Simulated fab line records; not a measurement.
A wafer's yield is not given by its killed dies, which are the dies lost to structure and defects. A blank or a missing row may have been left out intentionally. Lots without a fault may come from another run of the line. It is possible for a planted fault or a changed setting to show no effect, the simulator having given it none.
Which of the tools did it? / flow n5-finfet / Sampling: 10 lots, 30 wafers, 4 of 1938 route steps

WHAT THE GAUGES SHOWED, per wafer
N5_BEOL_M12_OVL_MEAS_11.
lot=L351; measured=day 11 12:08; on=overlay-02; V11_OVL (nm)=6 3 1
lot=L350; measured=day 11 12:07; on=overlay-01; V11_OVL (nm)=-1 -10 -6
lot=L354; measured=day 13 01:23; on=overlay-01; V11_OVL (nm)=-5 -2 -3
lot=L361; measured=day 14 14:49; on=overlay-02; V11_OVL (nm)=37 39 37
lot=L363; measured=day 14 18:40; on=overlay-02; V11_OVL (nm)=44 32 32
lot=L365; measured=day 15 09:17; on=overlay-01; V11_OVL (nm)=29 40 33
lot=L367; measured=day 16 08:38; on=overlay-02; V11_OVL (nm)=3 -9 1
lot=L368; measured=day 17 01:03; on=overlay-02; V11_OVL (nm)=4 3 4
lot=L370; measured=day 17 06:08; on=overlay-02; V11_OVL (nm)=10 2 11
lot=L371; measured=day 17 21:28; on=overlay-02; V11_OVL (nm)=-7 3 -4

WHICH TOOL RAN EACH LOT (tool, then ch and the chambers of the sampled wafers, then the start)
lot=L351; N5_BEOL_M11_DEGAS_44=pvd-sputter-03, day 11 08:16; N5_BEOL_M11_SPUTTER_48=pvd-sputter-03, day 11 10:28; N5_BEOL_M12_EXPOSE_07=krf-scanner-02 ch 0, day 11 11:56
lot=L350; N5_BEOL_M11_DEGAS_44=pvd-sputter-01, day 11 08:07; N5_BEOL_M11_SPUTTER_48=pvd-sputter-03, day 11 10:23; N5_BEOL_M12_EXPOSE_07=krf-scanner-02 ch 0, day 11 11:55
lot=L354; N5_BEOL_M11_DEGAS_44=pvd-sputter-03, day 12 23:08; N5_BEOL_M11_SPUTTER_48=pvd-sputter-02, day 12 23:43; N5_BEOL_M12_EXPOSE_07=krf-scanner-02 ch 0, day 13 01:11
lot=L361; N5_BEOL_M11_DEGAS_44=pvd-sputter-02, day 14 12:30; N5_BEOL_M11_SPUTTER_48=pvd-sputter-03, day 14 13:20; N5_BEOL_M12_EXPOSE_07=krf-scanner-02 ch 0, day 14 14:37
lot=L363; N5_BEOL_M11_DEGAS_44=pvd-sputter-02, day 14 16:16; N5_BEOL_M11_SPUTTER_48=pvd-sputter-03, day 14 17:02; N5_BEOL_M12_EXPOSE_07=krf-scanner-02 ch 0, day 14 18:28
lot=L365; N5_BEOL_M11_DEGAS_44=pvd-sputter-02, day 15 06:45; N5_BEOL_M11_SPUTTER_48=pvd-sputter-03, day 15 07:41; N5_BEOL_M12_EXPOSE_07=krf-scanner-02 ch 0, day 15 09:05
lot=L367; N5_BEOL_M11_DEGAS_44=pvd-sputter-03, day 16 05:40; N5_BEOL_M11_SPUTTER_48=pvd-sputter-02, day 16 06:23; N5_BEOL_M12_EXPOSE_07=krf-scanner-01 ch 0, day 16 08:26
lot=L368; N5_BEOL_M11_DEGAS_44=pvd-sputter-03, day 16 22:40; N5_BEOL_M11_SPUTTER_48=pvd-sputter-03, day 16 23:17; N5_BEOL_M12_EXPOSE_07=krf-scanner-01 ch 0, day 17 00:52
lot=L370; N5_BEOL_M11_DEGAS_44=pvd-sputter-01, day 17 03:39; N5_BEOL_M11_SPUTTER_48=pvd-sputter-03, day 17 04:40; N5_BEOL_M12_EXPOSE_07=krf-scanner-01 ch 0, day 17 05:56
lot=L371; N5_BEOL_M11_DEGAS_44=pvd-sputter-01, day 17 18:58; N5_BEOL_M11_SPUTTER_48=pvd-sputter-01, day 17 19:44; N5_BEOL_M12_EXPOSE_07=krf-scanner-01 ch 0, day 17 21:16
- N5_BEOL_M11_DEGAS_44: time 60 s.
- N5_BEOL_M11_SPUTTER_48: material Cu, target thk 12 nm, time 2 s.
- N5_BEOL_M12_EXPOSE_07: exposes mask V11.

THE ANSWER, worked out from the rows above alone
Rule: usual is defined by the lots themselves. The widest of any qualifying gaps counts: lots, ordered by their means at a reading, are off when they make up no more than a third of the lots, leave a main group of 4 or more, and stand apart from it by 3 or more times the standard deviation of that group's means. Not used: any main group whose means are identical at the precision the tables above print for the reading. Also off: a lot with no number at a reading for which 4 or more lots have one. Any other lot the step has rows for is counted as sound.
Off: L361, L363, L365, seen at N5_BEOL_M12_OVL_MEAS_11 (V11_OVL). The main group has a mean of 0 nm with a standard deviation of 4.4.
If a tool, at a process step before that reading, ran all the lots that are off and no sound lot after the first of them, it fits. The gauges at N5_BEOL_M12_OVL_MEAS_11 are tried like those tools. Undecided on this evidence; 2 tools fit (pvd-sputter-02 at N5_BEOL_M11_DEGAS_44, krf-scanner-02 at N5_BEOL_M12_EXPOSE_07).

WHAT WAS PUT IN BY THE SIMULATOR
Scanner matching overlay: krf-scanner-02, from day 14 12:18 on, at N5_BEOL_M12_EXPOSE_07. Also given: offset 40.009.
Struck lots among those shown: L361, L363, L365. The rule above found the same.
